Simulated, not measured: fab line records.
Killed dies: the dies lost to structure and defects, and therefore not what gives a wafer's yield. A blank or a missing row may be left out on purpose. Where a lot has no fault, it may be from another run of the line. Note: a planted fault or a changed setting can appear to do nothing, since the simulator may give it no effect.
The tool behind it: which one? | flow nand_harc | Sampling: 12 lots, 36 wafers, 5 of 1302 route steps

## WHAT EACH GAUGE READ, for each wafer
NHARC_P_M1_CD_MEAS_16.
lot  | measured     | on        | cd_nm (nm)
L657 | day 6 18:28  | cd_sem-01 | 130.6 130.8 129.9
L658 | day 7 06:19  | cd_sem-03 | 129.3 128.8 129.1
L661 | day 8 08:16  | cd_sem-01 | 131.5 129.1 128.7
L660 | day 8 08:35  | cd_sem-02 | 129.0 130.5 129.9
L664 | day 9 14:26  | cd_sem-03 | 131.1 129.7 130.5
L665 | day 10 01:05 | cd_sem-03 | 129.2 131.5 129.8
L666 | day 10 18:18 | cd_sem-02 | 130.8 130.8 130.2
L668 | day 11 03:35 | cd_sem-01 | 130.3 130.2 130.6
L669 | day 11 10:53 | cd_sem-01 | 129.3 130.3 130.2
L677 | day 15 03:19 | cd_sem-03 | 130.7 131.2 130.1
L678 | day 15 12:17 | cd_sem-01 | 130.8 130.4 131.6
L679 | day 15 20:13 | cd_sem-02 | 130.9 131.5 132.2

NHARC_END_SORT_01.
lot  | measured     | on        | defect_limited_yield (%) | killed_at_array | killed_at_other | killed_at_periphery | killed_dies | killed_open | killed_short | sort_bin_2_pct (%) | sort_bin_3_pct (%) | sort_bin_4_pct (%) | sort_n_pass | sort_rim_yield_pct (%) | sort_yield_pct (%)
L657 | day 25 04:31 | prober-02 | 91.1 90.7 90.4           | 56 57 57        | 1 0 0           | 3 6 8               | 60 63 65    | 3 2 6       | 4 3 2        | 2.7 3.0 4.4        | 0.9 1.6 0.1        | 5.3 4.7 5.0        | 617 614 612 | 88 89 87               | 91.1 90.7 90.4
L658 | day 25 13:01 | prober-01 | 92.9 92.8 93.5           | 45 47 44        | 0 0 0           | 3 2 0               | 48 49 44    | 2 3 1       | 5 2 1        | 2.2 2.2 1.5        | 0.4 0.4 0.7        | 4.4 4.6 4.3        | 629 628 633 | 88 93 92               | 92.9 92.8 93.5
L661 | day 27 08:58 | prober-02 | 95.1 95.1 96.0           | 31 31 25        | 0 0 1           | 2 2 1               | 33 33 27    | 4 4 4       | 5 1 5        | 1.0 1.8 1.9        | 0.1 0.6 0          | 3.7 2.5 2.1        | 644 644 650 | 95 95 95               | 95.1 95.1 96.0
L660 | day 27 00:16 | prober-01 | 87.3 85.5 87.7           | 85 95 82        | 0 0 0           | 1 3 1               | 86 98 83    | 3 3 0       | 0 3 0        | 5.6 5.9 5.8        | 0.9 1.2 0.9        | 6.2 7.4 5.6        | 591 579 594 | 82 86 78               | 87.3 85.5 87.7
L664 | day 27 16:50 | prober-01 | 90.5 87.9 90.0           | 60 77 62        | 0 0 3           | 4 5 3               | 64 82 68    | 1 5 2       | 2 3 0        | 3.4 4.0 4.1        | 0.7 0.6 1.2        | 5.3 7.5 4.7        | 613 595 609 | 84 83 82               | 90.5 87.9 90.0
L665 | day 28 15:47 | prober-01 | 91.9 93.1 92.6           | 53 44 43        | 0 1 2           | 2 2 5               | 55 47 50    | 4 4 6       | 1 1 2        | 2.4 2.8 2.7        | 0.7 0.3 1.2        | 5.0 3.8 3.5        | 622 630 627 | 93 92 84               | 91.9 93.1 92.6
L668 | day 28 14:14 | prober-02 | 89.7 88.6 91.3           | 66 74 54        | 1 2 2           | 3 1 3               | 70 77 59    | 3 3 3       | 6 3 3        | 3.8 3.5 3.7        | 0.3 0.9 0.9        | 6.2 6.9 4.1        | 607 600 618 | 90 80 78               | 89.7 88.6 91.3
L669 | day 30 04:52 | prober-01 | 91.7 93.6 91.7           | 48 40 53        | 2 1 0           | 6 2 3               | 56 43 56    | 4 2 4       | 2 3 3        | 2.7 2.4 2.2        | 0.1 0.4 0.6        | 5.5 3.5 5.5        | 621 634 621 | 90 90 89               | 91.7 93.6 91.7

## EACH LOT AND THE TOOL THAT RAN IT (in order: tool; ch and the chambers of the sampled wafers; start)
lot  | NHARC_P_M1_ANNEAL_31             | NHARC_P_M1_PRE_CLEAN_32         | NHARC_P_M2_SOFTBAKE_04
L657 | rtp_anneal-02 ch 0, day 6 19:59  | pecvd-03 ch 0,2, day 6 21:30    | litho_track-04 ch 0, day 6 22:00
L658 | rtp_anneal-02 ch 0, day 7 07:54  | pecvd-01 ch 0,2, day 7 08:43    | litho_track-06 ch 0, day 7 09:00
L661 | rtp_anneal-01 ch 0, day 8 09:50  | pecvd-03 ch 0,1,2, day 8 10:44  | litho_track-01 ch 0, day 8 11:00
L660 | rtp_anneal-02 ch 0, day 8 10:07  | pecvd-01 ch 0,1,2, day 8 10:58  | litho_track-04 ch 0, day 8 11:00
L664 | rtp_anneal-02 ch 0, day 9 15:59  | pecvd-03 ch 1,2, day 9 16:52    | litho_track-06 ch 0, day 9 17:00
L665 | rtp_anneal-01 ch 0, day 10 02:43 | pecvd-04 ch 1,2, day 10 03:31   | litho_track-06 ch 0, day 10 04:00
L666 | rtp_anneal-01 ch 0, day 10 19:48 | pecvd-03 ch 0,1, day 10 20:40   | litho_track-04 ch 0, day 10 21:00
L668 | rtp_anneal-01 ch 0, day 11 05:02 | pecvd-01 ch 0,1, day 11 05:56   | litho_track-06 ch 0, day 11 06:00
L669 | rtp_anneal-02 ch 0, day 11 12:29 | pecvd-04 ch 0,1,2, day 11 13:15 | litho_track-04 ch 0, day 11 14:00
L677 | rtp_anneal-02 ch 0, day 15 04:46 | pecvd-03 ch 1,2, day 15 05:39   | litho_track-04 ch 0, day 15 06:00
L678 | rtp_anneal-01 ch 0, day 15 13:52 | pecvd-04 ch 1,2, day 15 14:38   | litho_track-06 ch 0, day 15 15:00
L679 | rtp_anneal-02 ch 0, day 15 21:53 | pecvd-03 ch 0,1,2, day 15 22:47 | litho_track-04 ch 0, day 15 23:00
- NHARC_P_M1_ANNEAL_31: time 90 s.
- NHARC_P_M1_PRE_CLEAN_32: time 12 s.
- NHARC_P_M2_SOFTBAKE_04: time 55 s.

## WHAT THE TOOLS THEMSELVES READ (means of the sampled wafers that have a number; where no wafer has one, the mark that the record gives instead)
NHARC_P_M1_ANNEAL_31.
lot  | tool          | wafer_temp_C_max
L657 | rtp_anneal-02 | 226.7
L658 | rtp_anneal-02 | 226.6
L661 | rtp_anneal-01 | 227.0
L660 | rtp_anneal-02 | 226.6
L664 | rtp_anneal-02 | 226.4
L665 | rtp_anneal-01 | 226.9
L666 | rtp_anneal-01 | 226.8
L668 | rtp_anneal-01 | 227.1
L669 | rtp_anneal-02 | 226.6
L677 | rtp_anneal-02 | 226.8
L678 | rtp_anneal-01 | 227.0
L679 | rtp_anneal-02 | 226.5

NHARC_P_M1_PRE_CLEAN_32.
lot  | tool     | heater_power_w (W)
L657 | pecvd-03 | 676
L658 | pecvd-01 | 614
L661 | pecvd-03 | 633
L660 | pecvd-01 | 642
L664 | pecvd-03 | 549
L665 | pecvd-04 | 606
L666 | pecvd-03 | 681
L668 | pecvd-01 | 633
L669 | pecvd-04 | 671
L677 | pecvd-03 | 529
L678 | pecvd-04 | 668
L679 | pecvd-03 | 572

NHARC_P_M2_SOFTBAKE_04.
lot  | tool           | exhaust_pa (Pa) | heater_power_total_W (W) | resist_line_temp_C (C)
L657 | litho_track-04 | 44.4            | 188.46                   | 22.97
L658 | litho_track-06 | 46.1            | 188.43                   | 23.11
L661 | litho_track-01 | 44.8            | 188.57                   | 22.92
L660 | litho_track-04 | 44.8            | 188.45                   | 23.10
L664 | litho_track-06 | 45.7            | 188.51                   | 23.08
L665 | litho_track-06 | 43.8            | 188.41                   | 22.93
L666 | litho_track-04 | 43.2            | 188.64                   | 23.10
L668 | litho_track-06 | 45.5            | 188.43                   | 23.08
L669 | litho_track-04 | 43.6            | 188.48                   | 23.02
L677 | litho_track-04 | 44.8            | 188.49                   | 22.92
L678 | litho_track-06 | 44.0            | 196.32                   | 23.07
L679 | litho_track-04 | 44.4            | 188.64                   | 22.97

## THE ANSWER, worked out from the rows above alone
Rule: what is usual is taken from the lots themselves. The widest of any qualifying gaps counts: lots, ordered by their means at a reading, are off when they make up no more than a third of the lots, leave a main group of 4 or more, and stand apart from it by 3 or more times the standard deviation of that group's means. A main group whose means are all the same, to the digits that the tables above print for the reading, isn't used. Also off: a lot with no number at a reading for which 4 or more lots have one. All remaining lots with rows at the step are treated as sound. Order of review: gauges by route order, followed by the tools' own readings, for which a lot's mean as printed above is used. The first step at which some lot is off is used, and at that step the reading that is off furthest; a lot without a number counts as furthest.
Off, at NHARC_P_M2_SOFTBAKE_04 on heater_power_total_W: L678. Main group: mean 188.50 W, sd 0.078.
A tool fits if, at that step or a process step before it, it ran every lot that is off, and no sound lot after the first of them. Can't be told from this: 3 tools fit, rtp_anneal-01 at NHARC_P_M1_ANNEAL_31, pecvd-04 at NHARC_P_M1_PRE_CLEAN_32, litho_track-06 at NHARC_P_M2_SOFTBAKE_04.

## WHAT THE SIMULATOR PUT IN
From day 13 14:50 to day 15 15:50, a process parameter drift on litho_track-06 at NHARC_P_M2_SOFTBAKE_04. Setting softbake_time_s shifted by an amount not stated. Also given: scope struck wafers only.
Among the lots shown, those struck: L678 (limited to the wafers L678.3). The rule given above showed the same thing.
